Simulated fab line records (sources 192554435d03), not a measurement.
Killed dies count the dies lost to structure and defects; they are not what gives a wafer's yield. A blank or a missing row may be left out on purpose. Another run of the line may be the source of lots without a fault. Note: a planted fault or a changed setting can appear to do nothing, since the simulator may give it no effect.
Which tool did it? || flow n5 finfet || Sampling: 9 lots, 25 wafers, 6 of 1938 route steps

WHAT EACH GAUGE READ, for each wafer
N5_BEOL_M0_CUTY_CD_MEAS_57 targets a cd of 200 nm. Usual: cd nm 200.3 nm, standard deviation 0.85.
{"lot": "L644", "measured": "day 5 18:28", "on": "cd sem-02", "cd nm (nm)": "200.8 201.2 200.5", "flag": ""}
{"lot": "L647", "measured": "day 6 09:12", "on": "cd sem-01", "cd nm (nm)": "199.8 200.0 201.0", "flag": ""}
{"lot": "L649", "measured": "day 7 00:08", "on": "cd sem-02", "cd nm (nm)": "200.6 201.5 200.6", "flag": ""}
{"lot": "L652", "measured": "day 7 16:19", "on": "cd sem-03", "cd nm (nm)": "199.9 198.8", "flag": ""}
{"lot": "L660", "measured": "day 9 20:15", "on": "cd sem-01", "cd nm (nm)": "201.5 200.9 200.1", "flag": ""}
{"lot": "L662", "measured": "day 10 00:51", "on": "cd sem-03", "cd nm (nm)": "201.1 201.4 200.8", "flag": ""}
{"lot": "L665", "measured": "day 11 05:25", "on": "cd sem-03", "cd nm (nm)": "200.1 198.9 199.5", "flag": ""}
{"lot": "L666", "measured": "day 11 06:53", "on": "cd sem-02", "cd nm (nm)": "199.7 199.8 199.6", "flag": ""}
{"lot": "L667", "measured": "day 11 12:04", "on": "cd sem-03", "cd nm (nm)": "198.9 200.2", "flag": ""}

N5_BEOL_M0_OCD_MEAS_108. Usual: trench depth nm 32.8 nm, standard deviation 0.66.
{"lot": "L644", "measured": "day 5 19:31", "on": "ocd-01", "trench depth nm (nm)": "32.1 32.8 32.7", "flag": ""}
{"lot": "L647", "measured": "day 6 10:32", "on": "ocd-01", "trench depth nm (nm)": "31.4 32.8 30.8", "flag": ""}
{"lot": "L649", "measured": "day 7 02:11", "on": "ocd-02", "trench depth nm (nm)": "32.3 32.5 31.6", "flag": ""}
{"lot": "L652", "measured": "day 7 17:54", "on": "ocd-01", "trench depth nm (nm)": "33.4 32.2", "flag": ""}
{"lot": "L660", "measured": "day 9 21:43", "on": "ocd-02", "trench depth nm (nm)": "0.1 0.8 0", "flag": "OFF"}
{"lot": "L662", "measured": "day 10 02:41", "on": "ocd-02", "trench depth nm (nm)": "0.6 0.0 0.5", "flag": "OFF"}
{"lot": "L665", "measured": "day 11 06:38", "on": "ocd-02", "trench depth nm (nm)": "32.7 32.5 33.2", "flag": ""}
{"lot": "L666", "measured": "day 11 11:47", "on": "ocd-02", "trench depth nm (nm)": "33.1 32.7 32.4", "flag": ""}
{"lot": "L667", "measured": "day 11 15:59", "on": "ocd-02", "trench depth nm (nm)": "32.2 32.7", "flag": ""}

N5_BEOL_M4_RC_MEAS_101. Usual: DIBL_N 35.8 mV/V, standard deviation 1.5; DIBL_P 35.9 mV/V, standard deviation 1.8; IOFF_N 0.152 nA/um, standard deviation 0.025; IOFF_P 0.21 nA/um, standard deviation 0.031; ION_N 672 uA/um, standard deviation 11; ION_P 462 uA/um, standard deviation 7.4; SS_N 71.5 mV/dec, standard deviation 0.52; SS_P 73.2 mV/dec, standard deviation 0.54; VT_N 250 mV, standard deviation 3; VT_P -250 mV, standard deviation 3.3.
{"lot": "L644", "measured": "day 8 04:01", "on": "prober-02", "DIBL_N (mV/V)": "37.7 35.8 35.6", "DIBL_P (mV/V)": "37.6 35.2 36.1", "IOFF_N (nA/um)": "0.168 0.146 0.145", "IOFF_P (nA/um)": "0.25 0.20 0.22", "ION_N (uA/um)": "681 669 672", "ION_P (uA/um)": "470 463 472", "SS_N (mV/dec)": "71.9 71.5 71.4", "SS_P (mV/dec)": "73.4 73.2 72.5", "VT_N (mV)": "250 250 251", "VT_P (mV)": "-247 -248 -248", "flag": ""}
{"lot": "L647", "measured": "day 8 10:41", "on": "prober-01", "DIBL_N (mV/V)": "34.4 37.0 36.8", "DIBL_P (mV/V)": "31.2 34.5 34.3", "IOFF_N (nA/um)": "0.096 0.137 0.137", "IOFF_P (nA/um)": "0.13 0.18 0.18", "ION_N (uA/um)": "655 672 669", "ION_P (uA/um)": "449 458 458", "SS_N (mV/dec)": "70.5 71.1 71.2", "SS_P (mV/dec)": "72.3 73.2 73.1", "VT_N (mV)": "261 253 251", "VT_P (mV)": "-260 -254 -255", "flag": ""}
{"lot": "L649", "measured": "day 9 10:22", "on": "prober-02", "DIBL_N (mV/V)": "36.1 36.7 36.1", "DIBL_P (mV/V)": "34.1 34.2 35.3", "IOFF_N (nA/um)": "0.143 0.153 0.155", "IOFF_P (nA/um)": "0.20 0.20 0.22", "ION_N (uA/um)": "678 659 664", "ION_P (uA/um)": "465 449 461", "SS_N (mV/dec)": "71.3 71.6 70.4", "SS_P (mV/dec)": "73.3 73.1 73.9", "VT_N (mV)": "251 249 248", "VT_P (mV)": "-249 -247 -247", "flag": ""}
{"lot": "L652", "measured": "day 9 23:46", "on": "prober-02", "DIBL_N (mV/V)": "34.6 36.3", "DIBL_P (mV/V)": "34.5 36.1", "IOFF_N (nA/um)": "0.115 0.146", "IOFF_P (nA/um)": "0.15 0.18", "ION_N (uA/um)": "652 669", "ION_P (uA/um)": "449 463", "SS_N (mV/dec)": "71.6 71.1", "SS_P (mV/dec)": "72.3 72.7", "VT_N (mV)": "256 252", "VT_P (mV)": "-255 -253", "flag": ""}
{"lot": "L665", "measured": "day 13 12:31", "on": "prober-02", "DIBL_N (mV/V)": "33.7 33.9 34.5", "DIBL_P (mV/V)": "34.6 34.2 34.7", "IOFF_N (nA/um)": "0.135 0.133 0.145", "IOFF_P (nA/um)": "0.20 0.19 0.20", "ION_N (uA/um)": "662 664 653", "ION_P (uA/um)": "465 455 455", "SS_N (mV/dec)": "71.3 71.8 71.4", "SS_P (mV/dec)": "72.6 73.0 73.2", "VT_N (mV)": "251 253 254", "VT_P (mV)": "-249 -251 -252", "flag": ""}
{"lot": "L666", "measured": "day 13 15:20", "on": "prober-01", "DIBL_N (mV/V)": "36.0 35.9 35.4", "DIBL_P (mV/V)": "35.4 35.9 35.1", "IOFF_N (nA/um)": "0.146 0.154 0.144", "IOFF_P (nA/um)": "0.22 0.23 0.21", "ION_N (uA/um)": "676 678 693", "ION_P (uA/um)": "467 466 468", "SS_N (mV/dec)": "71.5 71.8 71.3", "SS_P (mV/dec)": "73.1 73.0 72.4", "VT_N (mV)": "251 246 251", "VT_P (mV)": "-249 -248 -248", "flag": ""}
{"lot": "L667", "measured": "day 14 09:00", "on": "prober-02", "DIBL_N (mV/V)": "35.6 35.0", "DIBL_P (mV/V)": "35.7 34.9", "IOFF_N (nA/um)": "0.151 0.137", "IOFF_P (nA/um)": "0.21 0.19", "ION_N (uA/um)": "666 675", "ION_P (uA/um)": "465 472", "SS_N (mV/dec)": "71.9 71.3", "SS_P (mV/dec)": "73.4 72.8", "VT_N (mV)": "251 256", "VT_P (mV)": "-251 -253", "flag": ""}

WHAT TOOL EACH LOT RAN ON (gives the tool, then ch and the chambers of the sampled wafers, and finally the start)
{"lot": "L644", "N5_BEOL_M0_CUTY_ETCH_62": "rie diel-04 ch 0,1,3, day 5 18:35", "N5_BEOL_M0_STRIP_140": "rie diel-04 ch 1,2,3, day 5 19:13", "N5_BEOL_M0_TRENCH_ETCH_107": "rie diel-04 ch 1,2,3, day 5 19:24"}
{"lot": "L647", "N5_BEOL_M0_CUTY_ETCH_62": "rie diel-02 ch 2,3, day 6 09:19", "N5_BEOL_M0_STRIP_140": "rie diel-04 ch 1,2,3, day 6 10:14", "N5_BEOL_M0_TRENCH_ETCH_107": "rie diel-02 ch 1,2, day 6 10:25"}
{"lot": "L649", "N5_BEOL_M0_CUTY_ETCH_62": "rie diel-02 ch 0,2,3, day 7 00:15", "N5_BEOL_M0_STRIP_140": "rie diel-03 ch 1,2,3, day 7 01:54", "N5_BEOL_M0_TRENCH_ETCH_107": "rie diel-02 ch 0,2, day 7 02:05"}
{"lot": "L652", "N5_BEOL_M0_CUTY_ETCH_62": "rie diel-04 ch 1,3, day 7 16:26", "N5_BEOL_M0_STRIP_140": "rie diel-03 ch 1,3, day 7 17:36", "N5_BEOL_M0_TRENCH_ETCH_107": "rie diel-03 ch 1,3, day 7 17:47"}
{"lot": "L660", "N5_BEOL_M0_CUTY_ETCH_62": "rie diel-03 ch 0,2,3, day 9 20:23", "N5_BEOL_M0_STRIP_140": "rie diel-03 ch 0,1,3, day 9 21:25", "N5_BEOL_M0_TRENCH_ETCH_107": "rie diel-02 ch 1,2,3, day 9 21:37"}
{"lot": "L662", "N5_BEOL_M0_CUTY_ETCH_62": "rie diel-04 ch 0,1,2, day 10 00:58", "N5_BEOL_M0_STRIP_140": "rie diel-03 ch 0,2,3, day 10 02:22", "N5_BEOL_M0_TRENCH_ETCH_107": "rie diel-04 ch 1,2, day 10 02:35"}
{"lot": "L665", "N5_BEOL_M0_CUTY_ETCH_62": "rie diel-04 ch 1,3, day 11 05:32", "N5_BEOL_M0_STRIP_140": "rie diel-04 ch 1,2, day 11 06:20", "N5_BEOL_M0_TRENCH_ETCH_107": "rie diel-04 ch 1,2,3, day 11 06:32"}
{"lot": "L666", "N5_BEOL_M0_CUTY_ETCH_62": "rie diel-02 ch 1,2, day 11 07:05", "N5_BEOL_M0_STRIP_140": "rie diel-03 ch 0,3, day 11 11:29", "N5_BEOL_M0_TRENCH_ETCH_107": "rie diel-04 ch 2,3, day 11 11:41"}
{"lot": "L667", "N5_BEOL_M0_CUTY_ETCH_62": "rie diel-04 ch 1,2, day 11 12:11", "N5_BEOL_M0_STRIP_140": "rie diel-04 ch 3, day 11 15:17", "N5_BEOL_M0_TRENCH_ETCH_107": "rie diel-04 ch 1,3, day 11 15:52"}
- N5_BEOL_M0_CUTY_ETCH_62: etches SiARC in CF4, time 58.5 s.
- N5_BEOL_M0_STRIP_140: strips in CF4.
- N5_BEOL_M0_TRENCH_ETCH_107: etches SiOC in C4F6/O2, target depth 32.8 nm, time 16.4 s.

WHAT THE TOOLS THEMSELVES READ (means of the sampled wafers that have a number; where no wafer has one, the mark that the record gives instead)
N5_BEOL_M0_CUTY_ETCH_62. Usual: bias w 36.00 W, standard deviation 0.11; cf4 flow sccm 100.04 sccm, standard deviation 0.25; drypump motor current A 5.6 A, standard deviation 0.49; etch rf on time s 58.5 s, standard deviation 1; mfc ar sccm 100.0 sccm, standard deviation 0.31; oes product au 0.68 a.u., standard deviation 0.083; rf vpp V 184.1 V, standard deviation 0.94; showerhead plenum p Torr 2.13 Torr, standard deviation 0.067; throttle valve pct 15.59 %, standard deviation 0.29.
{"lot": "L644", "tool": "rie diel-04", "bias w (W)": 36.00, "cf4 flow sccm (sccm)": 100.16, "drypump motor current A (A)": 5.7, "etch rf on time s (s)": 58.9, "mfc ar sccm (sccm)": 100.0, "oes product au (a.u.)": 0.61, "rf vpp V (V)": 184.5, "showerhead plenum p Torr (Torr)": 2.14, "throttle valve pct (%)": 15.79, "flag": ""}
{"lot": "L647", "tool": "rie diel-02", "bias w (W)": 36.05, "cf4 flow sccm (sccm)": 100.13, "drypump motor current A (A)": 5.2, "etch rf on time s (s)": 57.2, "mfc ar sccm (sccm)": 99.7, "oes product au (a.u.)": 0.77, "rf vpp V (V)": 184.2, "showerhead plenum p Torr (Torr)": 2.14, "throttle valve pct (%)": 15.33, "flag": ""}
{"lot": "L649", "tool": "rie diel-02", "bias w (W)": 35.95, "cf4 flow sccm (sccm)": 99.91, "drypump motor current A (A)": 5.2, "etch rf on time s (s)": 57.5, "mfc ar sccm (sccm)": 99.8, "oes product au (a.u.)": 0.73, "rf vpp V (V)": 184.0, "showerhead plenum p Torr (Torr)": 2.13, "throttle valve pct (%)": 15.59, "flag": ""}
{"lot": "L652", "tool": "rie diel-04", "bias w (W)": 36.04, "cf4 flow sccm (sccm)": 100.00, "drypump motor current A (A)": 6.0, "etch rf on time s (s)": 58.8, "mfc ar sccm (sccm)": 100.0, "oes product au (a.u.)": 0.60, "rf vpp V (V)": 184.0, "showerhead plenum p Torr (Torr)": 2.15, "throttle valve pct (%)": 15.80, "flag": ""}
{"lot": "L660", "tool": "rie diel-03", "bias w (W)": 36.03, "cf4 flow sccm (sccm)": 99.97, "drypump motor current A (A)": 5.7, "etch rf on time s (s)": 57.9, "mfc ar sccm (sccm)": 100.0, "oes product au (a.u.)": 0.67, "rf vpp V (V)": 184.6, "showerhead plenum p Torr (Torr)": 2.14, "throttle valve pct (%)": 15.74, "flag": ""}
{"lot": "L662", "tool": "rie diel-04", "bias w (W)": 36.02, "cf4 flow sccm (sccm)": 99.79, "drypump motor current A (A)": 5.3, "etch rf on time s (s)": 57.8, "mfc ar sccm (sccm)": 100.1, "oes product au (a.u.)": 0.73, "rf vpp V (V)": 184.0, "showerhead plenum p Torr (Torr)": 2.13, "throttle valve pct (%)": 15.57, "flag": ""}
{"lot": "L665", "tool": "rie diel-04", "bias w (W)": 36.11, "cf4 flow sccm (sccm)": 99.90, "drypump motor current A (A)": 6.1, "etch rf on time s (s)": 59.2, "mfc ar sccm (sccm)": 100.1, "oes product au (a.u.)": 0.70, "rf vpp V (V)": 183.9, "showerhead plenum p Torr (Torr)": 2.12, "throttle valve pct (%)": 15.48, "flag": ""}
{"lot": "L666", "tool": "rie diel-02", "bias w (W)": 36.03, "cf4 flow sccm (sccm)": 99.99, "drypump motor current A (A)": 5.5, "etch rf on time s (s)": 57.9, "mfc ar sccm (sccm)": 99.6, "oes product au (a.u.)": 0.72, "rf vpp V (V)": 184.0, "showerhead plenum p Torr (Torr)": 2.08, "throttle valve pct (%)": 15.31, "flag": ""}
{"lot": "L667", "tool": "rie diel-04", "bias w (W)": 35.91, "cf4 flow sccm (sccm)": 100.14, "drypump motor current A (A)": 5.5, "etch rf on time s (s)": 58.3, "mfc ar sccm (sccm)": 99.8, "oes product au (a.u.)": 0.67, "rf vpp V (V)": 184.6, "showerhead plenum p Torr (Torr)": 2.15, "throttle valve pct (%)": 15.68, "flag": ""}

N5_BEOL_M0_STRIP_140. Usual: drypump motor current A 5.6 A, standard deviation 0.45; oes product au 0.77 a.u., standard deviation 0.078; rf vpp V 271.2 V, standard deviation 1.7; showerhead plenum p Torr 1.79 Torr, standard deviation 0.057; throttle valve pct 13.60 %, standard deviation 0.25.
{"lot": "L644", "tool": "rie diel-04", "drypump motor current A (A)": 5.7, "oes product au (a.u.)": 0.71, "rf vpp V (V)": 272.9, "showerhead plenum p Torr (Torr)": 1.79, "throttle valve pct (%)": 13.75, "flag": ""}
{"lot": "L647", "tool": "rie diel-04", "drypump motor current A (A)": 5.8, "oes product au (a.u.)": 0.71, "rf vpp V (V)": 272.1, "showerhead plenum p Torr (Torr)": 1.79, "throttle valve pct (%)": 13.77, "flag": ""}
{"lot": "L649", "tool": "rie diel-03", "drypump motor current A (A)": 5.5, "oes product au (a.u.)": 0.76, "rf vpp V (V)": 272.0, "showerhead plenum p Torr (Torr)": 1.81, "throttle valve pct (%)": 13.55, "flag": ""}
{"lot": "L652", "tool": "rie diel-03", "drypump motor current A (A)": 5.2, "oes product au (a.u.)": 0.79, "rf vpp V (V)": 271.6, "showerhead plenum p Torr (Torr)": 1.82, "throttle valve pct (%)": 13.50, "flag": ""}
{"lot": "L660", "tool": "rie diel-03", "drypump motor current A (A)": 5.5, "oes product au (a.u.)": 0.80, "rf vpp V (V)": 271.5, "showerhead plenum p Torr (Torr)": 1.79, "throttle valve pct (%)": 13.60, "flag": ""}
{"lot": "L662", "tool": "rie diel-03", "drypump motor current A (A)": 5.7, "oes product au (a.u.)": 0.76, "rf vpp V (V)": 272.2, "showerhead plenum p Torr (Torr)": 1.80, "throttle valve pct (%)": 13.73, "flag": ""}
{"lot": "L665", "tool": "rie diel-04", "drypump motor current A (A)": 5.4, "oes product au (a.u.)": 0.81, "rf vpp V (V)": 270.1, "showerhead plenum p Torr (Torr)": 1.78, "throttle valve pct (%)": 13.52, "flag": ""}
{"lot": "L666", "tool": "rie diel-03", "drypump motor current A (A)": 5.5, "oes product au (a.u.)": 0.76, "rf vpp V (V)": 271.5, "showerhead plenum p Torr (Torr)": 1.83, "throttle valve pct (%)": 13.77, "flag": ""}
{"lot": "L667", "tool": "rie diel-04", "drypump motor current A (A)": 6.2, "oes product au (a.u.)": 0.86, "rf vpp V (V)": 269.2, "showerhead plenum p Torr (Torr)": 1.74, "throttle valve pct (%)": 13.17, "flag": ""}

N5_BEOL_M0_TRENCH_ETCH_107. Usual: C4F6_flow_sccm 10.00 sccm, standard deviation 0.032; O2_flow_sccm 10.00 sccm, standard deviation 0.03; drypump motor current A 5.5 A, standard deviation 0.48; mfc ar sccm 300.2 sccm, standard deviation 0.88; oes product au 0.80 a.u., standard deviation 0.094; rf vpp V 673 V, standard deviation 13; showerhead plenum p Torr 2.83 Torr, standard deviation 0.096; throttle valve pct 20.8 %, standard deviation 0.31.
{"lot": "L644", "tool": "rie diel-04", "C4F6_flow_sccm (sccm)": 10.01, "O2_flow_sccm (sccm)": 10.00, "drypump motor current A (A)": 5.7, "mfc ar sccm (sccm)": 299.2, "oes product au (a.u.)": 0.72, "rf vpp V (V)": 672, "showerhead plenum p Torr (Torr)": 2.85, "throttle valve pct (%)": 21.0, "flag": ""}
{"lot": "L647", "tool": "rie diel-02", "C4F6_flow_sccm (sccm)": 10.01, "O2_flow_sccm (sccm)": 10.00, "drypump motor current A (A)": 6.0, "mfc ar sccm (sccm)": 301.0, "oes product au (a.u.)": 0.74, "rf vpp V (V)": 663, "showerhead plenum p Torr (Torr)": 2.78, "throttle valve pct (%)": 20.5, "flag": ""}
{"lot": "L649", "tool": "rie diel-02", "C4F6_flow_sccm (sccm)": 10.02, "O2_flow_sccm (sccm)": 10.01, "drypump motor current A (A)": 5.1, "mfc ar sccm (sccm)": 300.4, "oes product au (a.u.)": 0.76, "rf vpp V (V)": 661, "showerhead plenum p Torr (Torr)": 2.74, "throttle valve pct (%)": 21.1, "flag": ""}
{"lot": "L652", "tool": "rie diel-03", "C4F6_flow_sccm (sccm)": 10.02, "O2_flow_sccm (sccm)": 9.98, "drypump motor current A (A)": 5.2, "mfc ar sccm (sccm)": 300.9, "oes product au (a.u.)": 0.79, "rf vpp V (V)": 672, "showerhead plenum p Torr (Torr)": 2.87, "throttle valve pct (%)": 20.7, "flag": ""}
{"lot": "L660", "tool": "rie diel-02", "C4F6_flow_sccm (sccm)": "-", "O2_flow_sccm (sccm)": "-", "drypump motor current A (A)": "-", "mfc ar sccm (sccm)": "-", "oes product au (a.u.)": "-", "rf vpp V (V)": "-", "showerhead plenum p Torr (Torr)": "-", "throttle valve pct (%)": "-", "flag": "OFF"}
{"lot": "L662", "tool": "rie diel-04", "C4F6_flow_sccm (sccm)": "-", "O2_flow_sccm (sccm)": "-", "drypump motor current A (A)": "-", "mfc ar sccm (sccm)": "-", "oes product au (a.u.)": "-", "rf vpp V (V)": "-", "showerhead plenum p Torr (Torr)": "-", "throttle valve pct (%)": "-", "flag": "OFF"}
{"lot": "L665", "tool": "rie diel-04", "C4F6_flow_sccm (sccm)": 10.02, "O2_flow_sccm (sccm)": 9.96, "drypump motor current A (A)": 5.7, "mfc ar sccm (sccm)": 300.6, "oes product au (a.u.)": 0.82, "rf vpp V (V)": 672, "showerhead plenum p Torr (Torr)": 2.83, "throttle valve pct (%)": 20.8, "flag": ""}
{"lot": "L666", "tool": "rie diel-04", "C4F6_flow_sccm (sccm)": 9.99, "O2_flow_sccm (sccm)": 10.02, "drypump motor current A (A)": 5.8, "mfc ar sccm (sccm)": 299.9, "oes product au (a.u.)": 0.88, "rf vpp V (V)": 666, "showerhead plenum p Torr (Torr)": 2.78, "throttle valve pct (%)": 20.6, "flag": ""}
{"lot": "L667", "tool": "rie diel-04", "C4F6_flow_sccm (sccm)": 10.02, "O2_flow_sccm (sccm)": 10.00, "drypump motor current A (A)": 6.1, "mfc ar sccm (sccm)": 300.7, "oes product au (a.u.)": 0.79, "rf vpp V (V)": 675, "showerhead plenum p Torr (Torr)": 2.85, "throttle valve pct (%)": 20.9, "flag": ""}

THE ANSWER, worked out from the rows above alone
Rule: lot off if the mean of its wafers having a number is beyond 3 standard deviations from the usual mean. A lot without any number at a reading at which 4 lots or more have one is off too. All remaining lots with rows at the step are treated as sound. After the gauges, taken in route order, come the tools' own readings; for these a lot's mean is taken, as printed above. The first step at which some lot is off is used, and at that step the reading that is off furthest; a lot without a number counts as furthest.
Off at N5_BEOL_M0_OCD_MEAS_108 (trench depth nm): L660, L662.
If a tool, at a process step before that reading, ran all the lots that are off and no sound lot after the first of them, it fits. The gauges at N5_BEOL_M0_OCD_MEAS_108 aren't tried: what is off there is off at N5_BEOL_M0_TRENCH_ETCH_107 too, on other tools, and a gauge's error can't cause that. None of those tried fits.

WHAT THE SIMULATOR HAD PUT IN
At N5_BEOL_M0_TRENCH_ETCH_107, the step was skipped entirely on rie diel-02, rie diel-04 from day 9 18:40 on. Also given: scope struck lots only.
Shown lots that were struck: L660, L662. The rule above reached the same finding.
